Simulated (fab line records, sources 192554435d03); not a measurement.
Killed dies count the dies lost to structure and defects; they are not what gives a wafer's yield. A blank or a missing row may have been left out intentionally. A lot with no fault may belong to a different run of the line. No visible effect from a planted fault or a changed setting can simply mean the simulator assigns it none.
fab line records | flow n5Finfet | part 1 of 2: steps 1 to 18 of 31
record: lots: 5 wafers: 15 lastDay: 16
route steps=1938 shown HKMG_FIN@394
lots that met no fault: from a run of the same line without faults
startH: the number of hours between the record's first day and the start of the first shown wafer of the lot | waitH: hours from the lot's prior step to this one | " the same as in the row above | L1.1+2: a single row standing in for several wafers | - no value, or no start was given | * or withheld: withheld | < > ~ a bound
route shown NAME@n: a module of which the file shows steps, and the number in the route of the first | usual: the fault-free wafers' mean and standard deviation | same: alike in all rows | chamber/n: place in a boat | sites: per-site readings | _std_site: their standard deviation | _edge_site: inner sites' mean taken away from outer sites' mean | radiusMm: how far each site lies from the wafer's centre | mask NAME#n: copy n | behind: the most recent tool/chamber to have shaped the wafer | hold: why the lot was held/for how many hours/how that ended | device: whichever transistor did not switch (one of n, p or np) | end of line: the same wafers' tests at the end of the route | a step without rows: its recipe alone | killed: dies lost to structure and defects at the first sort, not the wafer's yield | map: dies across one wafer; x = killed, . = not, _ = none there
set.NAME: the setting as run; set.NAME@STEP: as run at that earlier step | model.NAME: the simulator's own value behind a step, which no gauge read
a table for each step, a row for each wafer; lots at some steps of the route
services: when a tool's chamber went out of use (startH, in hours from the record's first day, below 0 if earlier), for how many hours, and the reason
== steps ==
step: N5_HKMG_FIN_SOFTBAKE_44
recipe: tempC: 110 timeS: 60 resist: CAR-ArF
columns lot.wafer tool chamber startH waitH
L075.4+5+6 lithoTrack-05 0 - -
L078.1+2+3 lithoTrack-01 0 - -
L080.2+3+6 lithoTrack-01 0 - -
L085.4+5+6 lithoTrack-05 0 - -
L093.2+5+6 lithoTrack-05 0 - -
step: N5_HKMG_FIN_EXPOSE_46
recipe: maskId: NDIPOLE na: 1.35 sourceShape: conventional sigmaOuter: 0.8 polarization: unpolarized doseMj: 40
same: na: 1.35
columns lot.wafer tool chamber startH waitH mask
L075.4+5+6 arfiScanner-03 0 77.48 - NDIPOLE#0
L078.1+2+3 arfiScanner-02 0 94.83 - NDIPOLE#0
L080.2+3+6 arfiScanner-03 0 110.01 - NDIPOLE#0
L085.4+5+6 arfiScanner-03 0 138.74 - NDIPOLE#0
L093.2+5+6 arfiScanner-03 0 185.63 - NDIPOLE#0
step: N5_HKMG_FIN_PEB_47
recipe: pebTempC: withheld pebTimeS: 60 resist: CAR-ArF
columns lot.wafer tool chamber startH waitH
L075.4+5+6 lithoTrack-01 0 77.52 0.0
L078.1+2+3 lithoTrack-05 0 94.89 0.1
L080.2+3+6 lithoTrack-02 0 110.06 0.0
L085.4+5+6 lithoTrack-02 0 138.78 0.0
L093.2+5+6 lithoTrack-02 0 185.68 0.0
step: N5_HKMG_FIN_DEVELOP_48
recipe: developTimeS: 30 developer: TMAH resist: CAR-ArF rinseLiquid: diw dry: airSpin devTempC: 23
columns lot.wafer tool chamber startH waitH
L075.4+5+6 lithoTrack-01 0 - -
L078.1+2+3 lithoTrack-05 0 - -
L080.2+3+6 lithoTrack-02 0 - -
L085.4+5+6 lithoTrack-02 0 - -
L093.2+5+6 lithoTrack-02 0 - -
step: N5_HKMG_FIN_CD_MEAS_49
recipe: targetCdNm: 202 landingEnergyEv: 500 detector: seInlens polarity: opening
usual: cdNm: 202.0/0.55
columns lot.wafer tool chamber startH waitH cdNm
L075.4 cdSem-02 0 77.59 - 201.6
L075.5 " 0 " " 202.2
L075.6 " 0 " " 201.9
L078.1 cdSem-01 0 94.95 - 201.9
L078.2 " 0 " " 201.1
L078.3 " 0 " " 201.1
L080.2 cdSem-02 0 110.13 - 202.2
L080.3 " 0 " " 202.3
L080.6 " 0 " " 202.6
L085.4 cdSem-03 0 138.85 - 203.2
L085.5 " 0 " " 202.9
L085.6 " 0 " " 202.5
L093.2 cdSem-01 0 185.75 - 201.1
L093.5 " 0 " " 202.1
L093.6 " 0 " " 202.3
step: N5_HKMG_FIN_OVL_MEAS_50
recipe: pointsPerWafer: 44
usual: NDIPOLE_OVL: 0.0/0.59
same: pointsPerWafer: 44
columns lot.wafer tool chamber startH waitH NDIPOLE_OVL[nm]
L075.4 overlay-01 0 77.62 0.0 0.6
L075.5 " 0 " " -0.4
L075.6 " 0 " " -0.3
L078.1 overlay-01 0 94.99 0.0 -0.6
L078.2 " 0 " " -0.8
L078.3 " 0 " " -0.3
L080.2 overlay-01 0 110.16 0.0 0.1
L080.3 " 0 " " -0.5
L080.6 " 0 " " 0.3
L085.4 overlay-02 0 138.88 0.0 0.1
L085.5 " 0 " " 0.5
L085.6 " 0 " " 0.2
L093.2 overlay-01 0 185.77 0.0 -0.4
L093.5 " 0 " " 0.3
L093.6 " 0 " " 0.0
step: N5_HKMG_FIN_INSPECT_61
recipe: mode: adi inspectInstrument: macro
usual: rawDefectCount: 1.8/1.4
columns lot.wafer tool chamber startH waitH rawDefectCount
L075.4 defectInspect-02 - 77.64 0.0 3
L075.5 " - " " 1
L075.6 " - " " 3
L078.1 defectInspect-01 - 95.01 0.0 0
L078.2 " - " " 1
L078.3 " - " " 1
L080.2 defectInspect-02 - 110.18 0.0 0
L080.3 " - " " 2
L080.6 " - " " 2
L085.4 defectInspect-01 - 138.90 0.0 3
L085.5 " - " " 0
L085.6 " - " " 0
L093.2 defectInspect-01 - 185.80 0.0 2
L093.5 " - " " 2
L093.6 " - " " 1
step: N5_HKMG_FIN_DESCUM_53
recipe: chemistry: O2 timeS: 7.9 sourcePowerW: 50 biasPowerW: 20 pressureMtorr: 20 rfFrequencyHz: 2.712e+07 tempC: 40 resist: CAR-ArF o2FlowSccm: 225
usual: chamberPressureMTorr: 20.001/0.018 drypumpMotorCurrentA: 5.7/0.52 oesProductAu: 0.76/0.076 rfFwdPowerW: 49.38/0.22 rfVppV: 242.7/0.96 showerheadPlenumPTorr: 2.067/0.027 throttleValvePct: 20.46/0.23
columns lot.wafer tool chamber startH waitH chamberPressureMTorr drypumpMotorCurrentA oesProductAu rfFwdPowerW rfHoursCounterH rfVppV showerheadPlenumPTorr throttleValvePct
L075.4 rieDiel-01 0 77.68 0.0 19.997 6.5 0.95 49.47 8 243.2 2.058 19.97
L075.5 " 3 " " 20.006 4.8 0.76 49.31 - 242.5 2.085 20.52
L075.6 " 0 " " 19.977 6.5 0.95 49.18 - 242.0 2.058 19.95
L078.1 rieDiel-05 1 95.04 0.0 19.986 6.0 0.72 49.06 223 244.4 2.069 20.47
L078.2 " 3 " " 19.960 5.8 0.74 49.45 183 242.0 2.081 20.82
L078.3 " 2 " " 20.007 5.2 0.75 49.62 141 241.7 2.007 20.46
L080.2 rieDiel-02 1 110.21 0.0 20.009 6.1 0.75 49.09 138 242.3 2.104 20.23
L080.3 " 0 " " 19.964 5.6 0.80 49.33 89 242.7 2.033 20.44
L080.6 " 1 " " 20.004 6.1 0.74 49.11 - 244.4 2.104 20.23
L085.4 rieDiel-02 2 138.93 0.0 19.998 6.0 0.75 49.60 158 243.5 2.082 20.77
L085.5 " 0 " " 20.009 5.7 0.80 49.56 - 243.3 2.029 20.46
L085.6 " 3 " " 19.975 6.0 0.78 49.23 - 241.3 2.111 20.31
L093.2 rieDiel-01 0 185.83 0.0 20.001 6.5 0.87 49.38 50 243.2 2.044 20.02
L093.5 " 3 " " 20.022 4.8 0.73 49.54 - 243.3 2.069 20.57
L093.6 " 2 " " 19.983 5.7 0.95 49.16 - 241.6 2.052 20.42
step: N5_HKMG_FIN_ETCH_54
recipe: chemistry: CF4 target: SiARC targetDepthA: 455 maskMaterial: CAR-ArF timeS: 75.8 ionEnergyEv: 80 pressureMtorr: 40 sourceW: 545 biasW: 36 Ar_flow_sccm: 100 cf4FlowSccm: 100 ends: cleared
usual: chamberPressureMTorr: 40.00/0.034 drypumpMotorCurrentA: 5.7/0.52 etchRfOnTimeS: 75.7/1.1 mfcArSccm: 100.0/0.35 oesProductAu: 0.65/0.064 rfFwdPowerW: 539.3/2.6 rfVppV: 183.7/0.83 showerheadPlenumPTorr: 2.118/0.028 throttleValvePct: 15.66/0.26
columns lot.wafer tool chamber startH waitH chamberPressureMTorr drypumpMotorCurrentA etchRfOnTimeS mfcArSccm oesProductAu rfFwdPowerW rfHoursCounterH rfVppV showerheadPlenumPTorr throttleValvePct
L075.4 rieDiel-01 0 77.71 0.0 39.92 6.5 76.2 100.2 0.81 534.3 8 183.7 2.108 15.13
L075.5 " 3 " " 40.01 4.8 75.9 100.0 0.65 537.9 - 184.8 2.143 15.76
L075.6 " 0 " " 39.97 6.5 75.6 100.6 0.81 536.7 - 183.7 2.108 15.11
L078.1 rieDiel-05 1 95.08 0.0 40.03 6.0 76.3 99.3 0.61 532.1 223 184.6 2.116 15.68
L078.2 " 3 " " 39.98 5.7 76.3 99.3 0.62 539.8 183 184.2 2.134 16.01
L078.3 " 2 " " 39.96 5.1 75.6 99.7 0.64 540.4 141 183.0 2.059 15.65
L080.2 rieDiel-02 1 110.25 0.0 40.01 6.1 75.2 99.6 0.64 537.7 138 183.1 2.148 15.40
L080.3 " 0 " " 39.99 5.6 75.0 99.9 0.69 539.7 89 182.7 2.075 15.54
L080.6 " 1 " " 39.93 6.1 74.8 99.7 0.63 537.9 - 184.8 2.149 15.41
L085.4 rieDiel-02 2 138.97 0.0 40.04 6.0 76.5 100.6 0.63 539.7 158 184.5 2.145 16.01
L085.5 " 0 " " 39.99 5.6 75.0 100.1 0.68 537.7 - 182.7 2.073 15.55
L085.6 " 3 " " 40.00 6.0 74.0 100.0 0.67 539.6 - 183.4 2.159 15.52
L093.2 rieDiel-01 0 185.87 0.0 39.98 6.5 75.8 99.7 0.73 539.4 50 183.2 2.094 15.21
L093.5 " 3 " " 39.97 4.8 76.4 99.5 0.62 542.8 - 183.1 2.129 15.86
L093.6 " 2 " " 39.99 5.7 73.8 99.9 0.82 536.5 - 184.4 2.110 15.59
step: N5_HKMG_FIN_ETCH_55
recipe: chemistry: N2/H2 target: SOC targetDepthA: 2400 tempC: 40 timeS: 300 ionEnergyEv: 200 maskMaterial: SiARC pressureMtorr: 30 sourceW: 840 biasW: 150 n2FlowSccm: 200 h2FlowSccm: 200
usual: chamberPressureMTorr: 29.998/0.027 drypumpMotorCurrentA: 5.7/0.52 oesProductAu: 0.76/0.076 rfFwdPowerW: 837.9/2.8 rfVppV: 522.9/1.2 showerheadPlenumPTorr: 2.51/0.034 throttleValvePct: 17.87/0.25
columns lot.wafer tool chamber startH waitH chamberPressureMTorr drypumpMotorCurrentA oesProductAu rfFwdPowerW rfHoursCounterH rfVppV showerheadPlenumPTorr throttleValvePct
L075.4 rieDiel-01 0 77.77 0.0 30.008 6.5 0.95 834.0 8 523.4 2.51 17.35
L075.5 " 3 " " 29.997 4.8 0.77 835.0 - 524.4 2.54 18.04
L075.6 " 0 " " 29.994 6.5 0.94 838.5 - 522.8 2.51 17.35
L078.1 rieDiel-05 1 95.13 0.0 29.968 6.0 0.72 833.3 223 523.2 2.50 17.79
L078.2 " 3 " " 29.999 5.7 0.72 838.5 183 522.4 2.52 18.14
L078.3 " 2 " " 29.983 5.2 0.74 840.0 141 521.1 2.45 17.91
L080.2 rieDiel-02 1 110.30 0.0 29.998 6.1 0.74 835.5 138 523.2 2.56 17.66
L080.3 " 0 " " 29.999 5.6 0.81 838.1 89 523.3 2.46 17.76
L080.6 " 1 " " 30.020 6.1 0.74 835.2 - 524.5 2.56 17.67
L085.4 rieDiel-02 2 139.03 0.0 29.949 5.9 0.74 838.5 158 523.4 2.54 18.24
L085.5 " 0 " " 29.986 5.6 0.80 842.5 - 521.5 2.46 17.76
L085.6 " 3 " " 29.977 6.1 0.79 834.6 - 524.5 2.56 17.71
L093.2 rieDiel-01 0 185.92 0.0 29.986 6.6 0.86 835.3 50 522.0 2.49 17.42
L093.5 " 3 " " 29.976 4.8 0.73 835.7 - 523.8 2.52 18.11
L093.6 " 2 " " 29.991 5.7 0.96 836.6 - 522.2 2.50 17.75
step: N5_HKMG_FIN_STRIP_56
recipe: chemistry: N2/H2 tempC: 40 n2FlowSccm: 200 h2FlowSccm: 200 rfFrequencyHz: 6e+07
columns lot.wafer tool chamber startH waitH
L075.4+5+6 rieDiel-01 0,3,0 77.95 0.1
L078.1+2+3 rieDiel-05 1,3,2 95.31 0.1
L080.2+3+6 rieDiel-02 1,0,1 110.49 0.1
L085.4+5+6 rieDiel-02 2,0,3 139.21 0.1
L093.2+5+6 rieDiel-01 0,3,2 186.10 0.1
step: N5_HKMG_FIN_STRIP_57
recipe: chemistry: CF4 resist: SiARC powerW: 300 biasPowerW: 75 pressureMtorr: 50 cf4FlowSccm: 150 rfFrequencyHz: 6e+07
usual: chamberPressureMTorr: 50.00/0.046 drypumpMotorCurrentA: 5.7/0.52 oesProductAu: 0.76/0.071 rfFwdPowerW: 293.8/1.3 rfVppV: 270.7/0.99 showerheadPlenumPTorr: 1.776/0.024 throttleValvePct: 13.65/0.27
columns lot.wafer tool chamber startH waitH chamberPressureMTorr drypumpMotorCurrentA oesProductAu rfFwdPowerW rfHoursCounterH rfVppV showerheadPlenumPTorr throttleValvePct
L075.4 rieDiel-01 0 77.96 0.0 50.00 6.5 0.93 293.8 8 271.1 1.767 13.07
L075.5 " 3 " " 49.97 4.8 0.76 295.1 - 270.9 1.797 13.75
L075.6 " 0 " " 50.01 6.5 0.94 294.5 - 270.6 1.767 13.08
L078.1 rieDiel-05 1 95.32 0.0 49.99 6.0 0.71 293.9 224 269.6 1.773 13.70
L078.2 " 3 " " 49.97 5.7 0.72 - 183 270.7 1.791 14.01
L078.3 " 2 " " 49.97 5.1 0.74 294.8 141 269.5 1.728 13.62
L080.2 rieDiel-02 1 110.50 0.0 50.03 6.1 0.73 294.3 138 270.9 1.803 13.42
L080.3 " 0 " " 49.96 5.6 0.80 294.7 89 270.1 1.735 13.49
L080.6 " 1 " " 50.05 6.1 0.73 292.7 - 271.4 1.802 13.41
L085.4 rieDiel-02 2 139.22 0.0 49.97 6.0 0.75 293.6 158 271.4 1.796 13.98
L085.5 " 0 " " 49.92 5.6 0.79 294.1 - 270.1 1.731 13.53
L085.6 " 3 " " 50.00 6.1 0.77 293.2 - 271.6 1.807 13.49
L093.2 rieDiel-01 0 186.11 0.0 49.99 6.5 0.86 293.1 50 269.3 1.756 13.17
L093.5 " 3 " " 49.98 4.8 0.73 293.7 - 272.2 1.785 13.86
L093.6 " 2 " " 49.94 5.7 0.93 292.8 - 271.2 1.771 13.54
step: N5_HKMG_FIN_ETCH_58
recipe: chemistry: N2/H2 target: SOC targetDepthA: 2158 ionEnergyEv: 50 biasW: 13 timeS: 741 pressureMtorr: 30 sourceW: 875 n2FlowSccm: 200 h2FlowSccm: 200
usual: chamberPressureMTorr: 30.000/0.028 drypumpMotorCurrentA: 5.7/0.52 oesProductAu: 0.76/0.076 rfFwdPowerW: 874.2/2.5 rfVppV: 99.0/0.82 showerheadPlenumPTorr: 2.51/0.034 throttleValvePct: 17.83/0.25
columns lot.wafer tool chamber startH waitH chamberPressureMTorr drypumpMotorCurrentA oesProductAu rfFwdPowerW rfHoursCounterH rfVppV showerheadPlenumPTorr throttleValvePct
L075.4 rieDiel-01 0 77.98 0.0 29.959 6.5 0.95 874.0 8 98.8 2.51 17.31
L075.5 " 3 " " 30.018 4.8 0.77 871.3 - 98.9 2.54 17.99
L075.6 " 0 " " 29.993 6.5 0.96 876.3 - 99.8 2.51 17.29
L078.1 rieDiel-05 1 95.34 0.0 30.001 6.0 0.71 874.0 224 99.9 2.50 17.74
L078.2 " 3 " " 30.048 5.7 0.72 876.6 183 99.5 2.52 18.10
L078.3 " 2 " " 30.021 5.2 0.75 875.8 142 98.2 2.45 17.87
L080.2 rieDiel-02 1 110.52 0.0 29.980 6.1 0.74 877.5 138 98.1 2.56 17.62
L080.3 " 0 " " 30.014 5.6 0.81 875.5 89 99.5 2.46 17.70
L080.6 " 1 " " 30.030 6.1 0.75 875.0 - 98.5 2.56 17.61
L085.4 rieDiel-02 2 139.24 0.0 30.018 6.0 0.74 874.4 158 99.8 2.54 18.21
L085.5 " 0 " " 29.972 5.6 0.81 874.0 - 98.6 2.46 17.70
L085.6 " 3 " " 29.983 6.1 0.79 872.7 - 100.4 2.56 17.66
L093.2 rieDiel-01 0 186.13 0.0 30.005 6.5 0.86 875.1 50 98.9 2.49 17.36
L093.5 " 3 " " 29.993 4.8 0.73 876.0 - 98.4 2.52 18.08
L093.6 " 2 " " 30.019 5.7 0.96 874.5 - 98.5 2.50 17.70
step: N5_HKMG_FIN_STRIP_93
recipe: chemistry: N2/H2 material: SOC timeS: 20 powerW: 500 tempC: 40 pressureMtorr: 50 rfFrequencyHz: 6e+07 biasPowerW: 8 h2Frac: 0.5 n2FlowSccm: 300 h2FlowSccm: 300
usual: chamberPressureMTorr: 50.00/0.06 drypumpMotorCurrentA: 5.7/0.52 oesProductAu: 0.76/0.075 rfFwdPowerW: 496.1/1.8 rfVppV: 54.1/0.8 showerheadPlenumPTorr: 3.32/0.043 throttleValvePct: 19.0/0.33
columns lot.wafer tool chamber startH waitH chamberPressureMTorr drypumpMotorCurrentA oesProductAu rfFwdPowerW rfHoursCounterH rfVppV showerheadPlenumPTorr throttleValvePct
L075.4 rieDiel-01 0 78.40 0.2 49.98 6.5 0.94 496.5 8 53.5 3.31 18.4
L075.5 " 3 " " 50.04 4.8 0.76 498.3 - 54.7 3.35 19.4
L075.6 " 0 " " 49.94 6.6 0.95 495.7 - 54.0 3.31 18.4
L078.1 rieDiel-05 1 95.77 0.2 49.94 6.0 0.73 495.0 224 55.4 3.30 18.8
L078.2 " 3 " " 50.13 5.8 0.73 498.5 183 55.5 3.33 19.2
L078.3 " 2 " " 50.05 5.2 0.75 496.9 142 53.9 3.24 19.0
L080.2 rieDiel-02 1 110.94 0.2 49.91 6.1 0.75 495.7 138 56.2 3.38 18.8
L080.3 " 0 " " 50.08 5.7 0.81 494.6 90 54.7 3.26 18.8
L080.6 " 1 " " 50.06 6.1 0.74 495.4 - 55.1 3.38 18.8
L085.4 rieDiel-02 2 139.66 0.2 49.92 6.0 0.74 496.3 158 55.0 3.36 19.4
L085.5 " 0 " " 49.99 5.6 0.80 497.9 - 54.1 3.25 18.8
L085.6 " 3 " " 49.94 6.1 0.79 494.6 - 53.6 3.39 18.8
L093.2 rieDiel-01 0 186.56 0.2 49.99 6.6 0.85 498.0 50 55.3 3.29 18.4
L093.5 " 3 " " 50.01 4.8 0.73 495.2 - 53.2 3.33 19.5
L093.6 " 2 " " 49.95 5.7 0.95 493.3 - 55.0 3.30 18.7
step: N5_HKMG_FIN_WET_ETCH_76
recipe: chemistry: dNH4OH mix: 1:50 tempC: 25 target: Al2O3 stopOn: La2O3 targetDepthNm: 2.25 dry: ipaMarangoni rinseTimeS: 30 rinseTempC: 23
same: rinseTimeS: 30
columns lot.wafer tool chamber startH waitH
L075.4+5+6 wetBench-03 3,7,5 78.49 0.1
L078.1+2+3 wetBench-04 1,2,6 95.85 0.1
L080.2+3+6 wetBench-06 2,5,1 111.02 0.1
L085.4+5+6 wetBench-03 0,5,7 139.74 0.1
L093.2+5+6 wetBench-03 0,7,1 186.64 0.1
step: N5_HKMG_FIN_STRIP_60
recipe: chemistry: N2/H2 powerW: 2500 tempC: 300 h2Frac: 0.65 timeS: 360 pressureMtorr: withheld n2FlowSccm: 1750 h2FlowSccm: 3250
usual: drypumpMotorCurrentA: 5.7/0.41 heaterPowerW: 470/52
columns lot.wafer tool chamber startH waitH drypumpMotorCurrentA heaterPowerW rfHoursCounterH
L075.4 plasmaAsher-02 1 78.67 0.1 5.2 398 -
L075.5 " 1 " " 5.2 398 -
L075.6 " 0 " " 5.4 486 -
L078.1 plasmaAsher-01 0 95.92 0.0 6.3 444 86
L078.2 " 1 " " 5.6 541 86
L078.3 " 0 " " 6.3 448 -
L080.2 plasmaAsher-02 0 111.09 0.0 5.4 478 42
L080.3 " 1 " " 5.3 398 -
L080.6 " 0 " " 5.4 471 -
L085.4 plasmaAsher-02 1 139.94 0.1 5.2 400 -
L085.5 " 1 " " 5.2 403 -
L085.6 " 0 " " 5.4 470 -
L093.2 plasmaAsher-01 1 186.71 0.0 5.6 524 103
L093.5 " 1 " " 5.7 550 -
L093.6 " 0 " " 6.3 441 -
step: N5_HKMG_FIN_WET_ETCH_77
recipe: chemistry: dHCl mix: 1:10000 tempC: 25 target: La2O3 stopOn: HfO2 targetDepthNm: 2
columns lot.wafer tool chamber startH waitH
L075.4+5+6 wetBench-06 4,2,1 78.94 0.1
L078.1+2+3 wetBench-03 4,0,1 96.31 0.3
L080.2+3+6 wetBench-04 5,4,1 111.48 0.3
L085.4+5+6 wetBench-06 0,7,3 140.20 0.1
L093.2+5+6 wetBench-04 4,1,2 187.10 0.3
step: N5_HKMG_FIN_WET_ETCH_78
recipe: chemistry: dNH4OH mix: 1:50 tempC: 25 target: Al2O3 stopOn: La2O3 targetDepthNm: 4.5 dry: ipaMarangoni rinseTimeS: 30 rinseTempC: 23
same: rinseTimeS: 30
columns lot.wafer tool chamber startH waitH
L075.4+5+6 wetBench-06 4,2,1 78.97 0.0
L078.1+2+3 wetBench-03 4,0,1 96.34 0.0
L080.2+3+6 wetBench-04 5,4,1 111.51 0.0
L085.4+5+6 wetBench-06 0,7,3 140.23 0.0
L093.2+5+6 wetBench-04 4,1,2 187.13 0.0
